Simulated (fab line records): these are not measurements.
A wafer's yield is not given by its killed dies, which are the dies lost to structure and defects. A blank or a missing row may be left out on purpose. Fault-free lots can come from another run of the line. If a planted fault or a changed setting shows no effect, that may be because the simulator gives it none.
fab line records | flow nandHarc | part 2 of 2: steps 5 to 6 of 6
record: lots: 23 | wafers: 69 | lastDay: 33
route steps=1302 shown A_CHANNEL_HOLE_D1@473 A_CHANNEL_HOLE_D2@588 A_CHANNEL_FILL_D2@616
lots with no fault: from the same line, run without faults
startH: start of the lot's first displayed wafer, in hours after the record's first day | waitH: how many hours have passed since the lot's step before this one | " repeats the value in the row above | L1.1+2: a row that stands for several wafers | - no value, or no start was given | * or withheld: withheld | < > ~ a bound
route shown NAME@n: names a module that has steps shown in the file, with the first one's number in the route | usual: average and standard deviation across the fault-free wafers | same: alike in all rows | chamber/n: place in a boat | sites: readings site by site | _std_site: standard deviation across them | _edge_site: mean of outer sites minus mean of inner sites | radiusMm: how far each site lies from the wafer's centre | mask NAME#n: copy n | behind: the tool/chamber that last shaped the wafer | hold: why the lot went on hold/how many hours it stayed there/how the hold came to an end | device: the transistor (n, p or np) that didn't switch | end of line: the route-end tests of the same wafers | for a step that has no rows: nothing shown but its recipe | killed: the dies lost at the first sort to structure and to defects; this is not the yield of the wafer | map: shows each die of a wafer: x if killed, . if not, _ if none is there
set.NAME: setting as actually run; set.NAME@STEP: the setting as run at that earlier step | model.NAME: the simulator's own value behind a step, which no gauge read
one table for each step of the route and one row for each wafer, over a sample of lots
services: the hour from which a tool's chamber was out of use, counted from the record's first day as startH (under 0 if before that day), plus the number of hours and why
== steps ==
step: NHARC_A_CHANNEL_FILL_D2_ETCHBACK_19
recipe: targetDepthA: 50 | timeS: 1.7 | hbrFlowSccm: 150 | cl2FlowSccm: 50 | rfW: 400 | icpW: 400 | biasW: 100 | chemistry: HBr/Cl2
usual: drypumpMotorCurrentA: 5.7/0.41 | oesProductAu: 1.001/0.0088 | throttleValvePct: 26.406/0.0093
lot.wafer | tool     | chamber | startH | waitH | drypumpMotorCurrentA | oesProductAu | rfHoursCounterH | throttleValvePct
L074.4    | rieSi-03 | 1       | 317.32 | 0.4   | 6.3                  | 0.991        | 0.7             | 26.409
L074.1    | "        | 2       | "      | "     | 5.4                  | 0.996        | 0.7             | 26.407
L074.3    | "        | 3       | "      | "     | 5.4                  | 0.991        | 0.5             | 26.403
L075.1    | rieSi-06 | 1       | 335.07 | 0.4   | 5.3                  | 0.998        | 0.5             | 26.413
L075.3    | "        | 3       | "      | "     | 6.3                  | 1.018        | 0.4             | 26.415
L075.5    | "        | 1       | "      | "     | 5.3                  | 1.007        | -               | 26.422
L076.4    | rieSi-06 | 3       | 356.63 | 0.4   | 6.2                  | 1.016        | 0.5             | 26.392
L076.2    | "        | 0       | "      | "     | 5.9                  | 1.012        | 0.6             | 26.392
L076.5    | "        | 0       | "      | "     | 5.9                  | 1.006        | -               | 26.394
L077.3    | rieSi-01 | 2       | 356.64 | 0.4   | 5.6                  | 1.007        | 1.1             | 26.419
L077.2    | "        | 3       | "      | "     | 6.5                  | 1.003        | 1.1             | 26.402
L077.1    | "        | 0       | "      | "     | 5.9                  | 1.003        | 0.9             | 26.404
L078.4    | rieSi-06 | 0       | 365.63 | 0.4   | 5.8                  | 1.001        | 0.6             | 26.431
L078.6    | "        | 3       | "      | "     | 6.2                  | 1.003        | -               | 26.410
L078.5    | "        | 0       | "      | "     | 5.9                  | 1.002        | -               | 26.425
L079.4    | rieSi-06 | 0       | 374.92 | 0.4   | 5.9                  | 1.009        | 0.6             | 26.411
L079.1    | "        | 2       | "      | "     | 5.6                  | 1.004        | 0.5             | 26.404
L079.6    | "        | 1       | "      | "     | 5.3                  | 1.011        | -               | 26.415
L081.4    | rieSi-06 | 2       | 388.74 | 0.4   | 5.6                  | 1.008        | 0.6             | 26.395
L081.3    | "        | 0       | "      | "     | 5.9                  | 1.000        | 0.7             | 26.389
L081.5    | "        | 2       | "      | "     | 5.6                  | 0.997        | -               | 26.410
L080.1    | rieSi-03 | 0       | 388.75 | 0.4   | 5.0                  | 1.002        | 1.1             | 26.397
L080.4    | "        | 1       | "      | "     | 6.3                  | 0.994        | 1.2             | 26.398
L080.5    | "        | 3       | "      | "     | 5.5                  | 0.992        | -               | 26.392
L083.3    | rieSi-03 | 0       | 407.98 | 0.4   | 5.0                  | 1.004        | 0               | 26.398
L083.5    | "        | 0       | "      | "     | 5.0                  | 1.013        | -               | 26.396
L083.6    | "        | 1       | "      | "     | 6.3                  | 0.986        | -               | 26.421
L082.4    | rieSi-01 | 1       | 407.99 | 0.4   | 5.3                  | 0.995        | 0.1             | 26.411
L082.5    | "        | 1       | "      | "     | 5.3                  | 0.989        | -               | 26.404
L082.6    | "        | 2       | "      | "     | 5.5                  | 1.004        | -               | 26.394
L084.3    | rieSi-06 | 2       | 425.64 | 0.4   | 5.6                  | 1.006        | 0.9             | 26.404
L084.6    | "        | 2       | "      | "     | 5.6                  | 1.004        | -               | 26.403
L084.4    | "        | 3       | "      | "     | 6.2                  | 1.010        | -               | 26.405
L085.1    | rieSi-03 | 3       | 433.53 | 0.4   | 5.5                  | 1.000        | 0.1             | 26.405
L085.6    | "        | 2       | "      | "     | 5.4                  | 1.002        | -               | 26.403
L085.5    | "        | 3       | "      | "     | 5.5                  | 0.989        | -               | 26.394
L086.1    | rieSi-06 | 3       | 447.63 | 0.4   | 6.2                  | 1.010        | 0.0             | 26.411
L086.4    | "        | 2       | "      | "     | 5.6                  | 0.996        | -               | 26.413
L086.5    | "        | 3       | "      | "     | 6.2                  | 1.008        | -               | 26.404
L087.3    | rieSi-03 | 2       | 457.63 | 0.4   | 5.4                  | 1.008        | 0.3             | 26.398
L087.2    | "        | 0       | "      | "     | 5.0                  | 1.003        | 0.2             | 26.414
L087.5    | "        | 1       | "      | "     | 6.3                  | 0.996        | -               | 26.395
L088.1    | rieSi-06 | 1       | 478.96 | 0.4   | 5.4                  | 0.994        | 0.1             | 26.416
L088.3    | "        | 2       | "      | "     | 5.6                  | 0.990        | 0.2             | 26.403
L088.4    | "        | 3       | "      | "     | 6.2                  | 1.000        | 0.3             | 26.403
L089.1    | rieSi-01 | 2       | 478.96 | 0.4   | 5.6                  | 1.012        | 0.7             | 26.409
L089.2    | "        | 3       | "      | "     | 6.5                  | 1.006        | 0.7             | 26.420
L089.6    | "        | 2       | "      | "     | 5.6                  | 1.010        | -               | 26.402
L090.2    | rieSi-06 | 1       | 490.95 | 0.4   | 5.3                  | 0.999        | 0.2             | 26.417
L090.4    | "        | 2       | "      | "     | 5.6                  | 0.994        | 0.4             | 26.400
L090.5    | "        | 1       | "      | "     | 5.3                  | 1.006        | -               | 26.413
L092.1    | rieSi-06 | 1       | 516.47 | 0.4   | 5.3                  | 1.002        | 0.4             | 26.421
L092.4    | "        | 0       | "      | "     | 5.9                  | 0.980        | 0.5             | 26.403
L092.6    | "        | 2       | "      | "     | 5.6                  | 1.006        | -               | 26.397
L094.3    | rieSi-03 | 1       | 526.14 | 0.4   | 6.3                  | 0.982        | 0.6             | 26.401
L094.4    | "        | 3       | "      | "     | 5.5                  | 1.005        | 0.8             | 26.408
L094.5    | "        | 1       | "      | "     | 6.3                  | 0.987        | -               | 26.395
L093.4    | rieSi-01 | 0       | 526.15 | 0.4   | 5.8                  | 1.006        | 0.8             | 26.394
L093.2    | "        | 2       | "      | "     | 5.6                  | 1.001        | 1.0             | 26.414
L093.6    | "        | 3       | "      | "     | 6.5                  | 1.005        | -               | 26.404
L095.4    | rieSi-06 | 0       | 540.24 | 0.4   | 5.9                  | 0.987        | 0.6             | 26.410
L095.2    | "        | 2       | "      | "     | 5.6                  | 0.989        | 0.7             | 26.406
L095.6    | "        | 1       | "      | "     | 5.3                  | 0.999        | -               | 26.405
L096.3    | rieSi-06 | 3       | 552.36 | 0.4   | 6.2                  | 0.997        | 0.7             | 26.398
L096.1    | "        | 1       | "      | "     | 5.4                  | 0.994        | 0.6             | 26.418
L096.6    | "        | 2       | "      | "     | 5.6                  | 0.996        | -               | 26.414
L097.4    | rieSi-01 | 2       | 559.46 | 0.4   | 5.5                  | 0.993        | 0               | 26.406
L097.1    | "        | 3       | "      | "     | 6.5                  | 0.991        | 0               | 26.416
L097.5    | "        | 2       | "      | "     | 5.6                  | 0.988        | -               | 26.414
step: NHARC_A_CHANNEL_FILL_D2_STRIP_29
recipe: timeS: 20 | o2FlowSccm: 500 | arFlowSccm: 0 | biasW: 0 | chemistry: O2
usual: drypumpMotorCurrentA: 5.7/0.44 | oesProductAu: 0.996/0.0095 | rfVppV: 57.9/0.88 | showerheadPlenumPTorr: 3.64/0.12 | throttleValvePct: 17.036/0.0095
lot.wafer | tool       | chamber | startH | waitH | drypumpMotorCurrentA | oesProductAu | rfHoursCounterH | rfVppV | showerheadPlenumPTorr | throttleValvePct
L074.4    | rieDiel-12 | 1       | -      | -     | 6.0                  | 1.005        | 0.8             | 56.5   | 3.63                  | 17.049
L074.1    | "          | 2       | "      | "     | 5.5                  | 0.987        | 1.6             | 57.0   | 3.41                  | 17.042
L074.3    | "          | 3       | "      | "     | 6.7                  | 0.992        | 1.6             | 57.3   | 3.46                  | 17.041
L075.1    | rieDiel-04 | 1       | -      | -     | 5.3                  | 0.988        | 4.6             | 57.5   | 3.59                  | 17.039
L075.3    | "          | 0       | "      | "     | 6.2                  | 0.995        | 4.5             | 59.0   | 3.78                  | 17.020
L075.5    | "          | 2       | "      | "     | 5.8                  | 1.003        | -               | 56.2   | 3.68                  | 17.031
L077.2    | rieDiel-04 | 1       | -      | -     | 5.3                  | 0.979        | 0.3             | 55.9   | 3.59                  | 17.042
L077.3    | "          | 3       | "      | "     | 5.4                  | 0.986        | 0.5             | 58.3   | 3.77                  | 17.042
L077.1    | "          | 0       | "      | "     | 6.2                  | 0.992        | 0.5             | 57.9   | 3.78                  | 17.050
L076.2    | rieDiel-12 | 2       | -      | -     | 5.5                  | 0.991        | 2.8             | 57.7   | 3.41                  | 17.021
L076.4    | "          | 0       | "      | "     | 5.2                  | 1.014        | 2.9             | 58.0   | 3.59                  | 17.046
L076.5    | "          | 2       | "      | "     | 5.5                  | 0.992        | -               | 57.4   | 3.41                  | 17.051
L078.4    | rieDiel-04 | 0       | -      | -     | 6.2                  | 0.994        | 0.6             | 58.6   | 3.78                  | 17.033
L078.6    | "          | 3       | "      | "     | 5.4                  | 1.001        | -               | 59.0   | 3.77                  | 17.029
L078.5    | "          | 0       | "      | "     | 6.2                  | 0.996        | -               | 56.6   | 3.78                  | 17.031
L079.1    | rieDiel-12 | 3       | -      | -     | 6.7                  | 1.003        | 3.4             | 56.6   | 3.46                  | 17.048
L079.4    | "          | 0       | "      | "     | 5.2                  | 1.018        | 3.6             | 57.8   | 3.59                  | 17.044
L079.6    | "          | 2       | "      | "     | 5.5                  | 0.974        | -               | 57.0   | 3.41                  | 17.047
L080.4    | rieDiel-04 | 0       | -      | -     | 6.2                  | 0.994        | 1.1             | 59.2   | 3.78                  | 17.022
L080.1    | "          | 2       | "      | "     | 5.8                  | 1.007        | 1.1             | 57.6   | 3.68                  | 17.040
L080.5    | "          | 3       | "      | "     | 5.4                  | 0.985        | -               | 59.2   | 3.77                  | 17.044
L081.3    | rieDiel-09 | 3       | 409.07 | 0.1   | 6.0                  | 0.991        | -               | 59.1   | 3.74                  | 17.036
L081.4    | "          | 1       | "      | "     | 5.4                  | 0.998        | -               | 58.2   | 3.59                  | 17.028
L081.5    | "          | 1       | "      | "     | 5.4                  | 0.993        | -               | 58.3   | 3.59                  | 17.026
L082.4    | rieDiel-12 | 2       | -      | -     | 5.5                  | 0.989        | 5.0             | 58.7   | 3.41                  | 17.033
L082.6    | "          | 2       | "      | "     | 5.5                  | 0.987        | -               | 57.0   | 3.41                  | 17.030
L082.5    | "          | 3       | "      | "     | 6.7                  | 1.006        | -               | 58.7   | 3.46                  | 17.049
L083.3    | rieDiel-04 | 3       | -      | -     | 5.4                  | 0.980        | 1.3             | 58.4   | 3.76                  | 17.020
L083.6    | "          | 0       | "      | "     | 6.2                  | 0.984        | -               | 58.1   | 3.78                  | 17.033
L083.5    | "          | 1       | "      | "     | 5.3                  | 0.971        | -               | 58.7   | 3.59                  | 17.049
L084.4    | rieDiel-04 | 3       | -      | -     | 5.4                  | 1.005        | 1.6             | 58.6   | 3.76                  | 17.039
L084.3    | "          | 0       | "      | "     | 6.2                  | 1.006        | 1.7             | 58.6   | 3.78                  | 17.029
L084.6    | "          | 2       | "      | "     | 5.8                  | 1.000        | -               | 57.4   | 3.68                  | 17.040
L085.1    | rieDiel-04 | 0       | -      | -     | 6.1                  | 0.986        | 1.8             | 59.9   | 3.78                  | 17.032
L085.6    | "          | 3       | "      | "     | 5.4                  | 0.995        | -               | 58.6   | 3.76                  | 17.050
L085.5    | "          | 0       | "      | "     | 6.1                  | 0.991        | -               | 58.5   | 3.78                  | 17.046
L086.1    | rieDiel-04 | 1       | -      | -     | 5.3                  | 0.978        | 2.3             | 57.3   | 3.59                  | 17.029
L086.4    | "          | 2       | "      | "     | 5.8                  | 1.004        | 2.2             | 57.7   | 3.68                  | 17.038
L086.5    | "          | 1       | "      | "     | 5.3                  | 0.974        | -               | 58.6   | 3.59                  | 17.041
L087.2    | rieDiel-04 | 0       | 475.38 | 0.1   | 6.2                  | 0.982        | 2.5             | 57.8   | 3.78                  | 17.054
L087.3    | "          | 1       | "      | "     | 5.3                  | 0.982        | 2.5             | 57.7   | 3.59                  | 17.047
L087.5    | "          | 2       | "      | "     | 5.8                  | 0.998        | -               | 59.0   | 3.68                  | 17.039
L088.3    | rieDiel-04 | 1       | -      | -     | 5.3                  | 0.975        | 3.7             | 57.3   | 3.59                  | 17.016
L088.1    | "          | 3       | "      | "     | 5.4                  | 1.003        | 2.8             | 58.8   | 3.76                  | 17.040
L088.4    | "          | 0       | "      | "     | 6.2                  | 1.001        | 3.5             | 57.9   | 3.78                  | 17.029
L089.2    | rieDiel-12 | 0       | -      | -     | 5.2                  | 1.009        | 1.1             | 59.0   | 3.59                  | 17.035
L089.1    | "          | 2       | "      | "     | 5.5                  | 0.998        | 1.1             | 57.3   | 3.41                  | 17.046
L089.6    | "          | 0       | "      | "     | 5.3                  | 1.011        | -               | 56.7   | 3.59                  | 17.041
L090.2    | rieDiel-04 | 3       | -      | -     | 5.4                  | 0.999        | 3.5             | 58.2   | 3.76                  | 17.027
L090.4    | "          | 0       | "      | "     | 6.2                  | 0.992        | 4.0             | 57.2   | 3.78                  | 17.041
L090.5    | "          | 0       | "      | "     | 6.2                  | 1.001        | -               | 58.3   | 3.78                  | 17.041
L092.1    | rieDiel-12 | 2       | -      | -     | 5.5                  | 0.991        | 2.1             | 55.6   | 3.41                  | 17.045
L092.4    | "          | 0       | "      | "     | 5.2                  | 1.000        | 2.4             | 58.3   | 3.59                  | 17.036
L092.6    | "          | 2       | "      | "     | 5.5                  | 0.991        | -               | 57.9   | 3.41                  | 17.053
L093.2    | rieDiel-04 | 3       | -      | -     | 5.4                  | 1.006        | 0.1             | 58.0   | 3.76                  | 17.040
L093.4    | "          | 1       | "      | "     | 5.3                  | 0.996        | 0.0             | 57.3   | 3.59                  | 17.044
L093.6    | "          | 3       | "      | "     | 5.4                  | 1.007        | -               | 58.5   | 3.76                  | 17.039
L094.3    | rieDiel-12 | 1       | -      | -     | 6.0                  | 0.998        | 1.7             | 59.0   | 3.63                  | 17.024
L094.4    | "          | 2       | "      | "     | 5.5                  | 0.995        | 2.4             | 56.5   | 3.41                  | 17.037
L094.5    | "          | 2       | "      | "     | 5.5                  | 0.994        | -               | 58.7   | 3.41                  | 17.026
L095.2    | rieDiel-04 | 2       | -      | -     | 5.8                  | 1.005        | 1.0             | 56.5   | 3.68                  | 17.030
L095.4    | "          | 0       | "      | "     | 6.2                  | 0.999        | 1.2             | 60.3   | 3.78                  | 17.038
L095.6    | "          | 3       | "      | "     | 5.4                  | 1.000        | -               | 57.6   | 3.76                  | 17.037
L096.3    | rieDiel-04 | 1       | -      | -     | 5.3                  | 0.997        | 0.5             | 57.5   | 3.59                  | 17.041
L096.1    | "          | 2       | "      | "     | 5.8                  | 0.993        | 1.1             | 58.2   | 3.68                  | 17.019
L096.6    | "          | 1       | "      | "     | 5.3                  | 0.991        | -               | 59.7   | 3.59                  | 17.024
L097.1    | rieDiel-04 | 1       | -      | -     | 5.3                  | 1.007        | 0.8             | 56.7   | 3.59                  | 17.044
L097.4    | "          | 2       | "      | "     | 5.8                  | 0.997        | 1.4             | 57.1   | 3.68                  | 17.033
L097.5    | "          | 1       | "      | "     | 5.3                  | 1.005        | -               | 56.8   | 3.59                  | 17.037
== services ==
tool       | chamber | startH | hours | kind
rieDiel-04 | 1       | 168.94 | 4.7   | repair
rieDiel-04 | 2       | 176.95 | 11.7  | repair
rieDiel-04 | -       | 177.90 | 9.0   | pm
rieSi-06   | 0       | 186.16 | 4.9   | repair
harEtch-02 | -       | 242.88 | 0.3   | repair
rieDiel-04 | 2       | 243.52 | 17.9  | repair
rieSi-06   | -       | 249.00 | 9.0   | pm
aldHk-04   | -       | 256.30 | 10.0  | pm
rieDiel-04 | 2       | 267.98 | 3.5   | repair
rieDiel-04 | 3       | 310.87 | 1.5   | repair
harEtch-01 | -       | 315.20 | 4.6   | repair
aldHk-04   | -       | 334.70 | 1.4   | repair
rieSi-06   | 0       | 343.29 | 1.7   | repair
rieDiel-04 | -       | 354.90 | 9.0   | pm
rieSi-06   | 0       | 360.19 | 4.3   | repair
harEtch-02 | -       | 381.82 | 17.0  | pm
rieSi-06   | 1       | 400.19 | 54.6  | repair
rieSi-06   | -       | 426.00 | 9.0   | pm
aldHk-04   | -       | 434.30 | 10.0  | pm
rieDiel-04 | 0       | 466.98 | 3.3   | repair
rieDiel-04 | 3       | 474.82 | 5.4   | repair
rieDiel-04 | -       | 531.90 | 9.0   | pm
rieDiel-04 | 1       | 549.89 | 2.9   | repair
rieSi-06   | 1       | 558.91 | 15.9  | repair
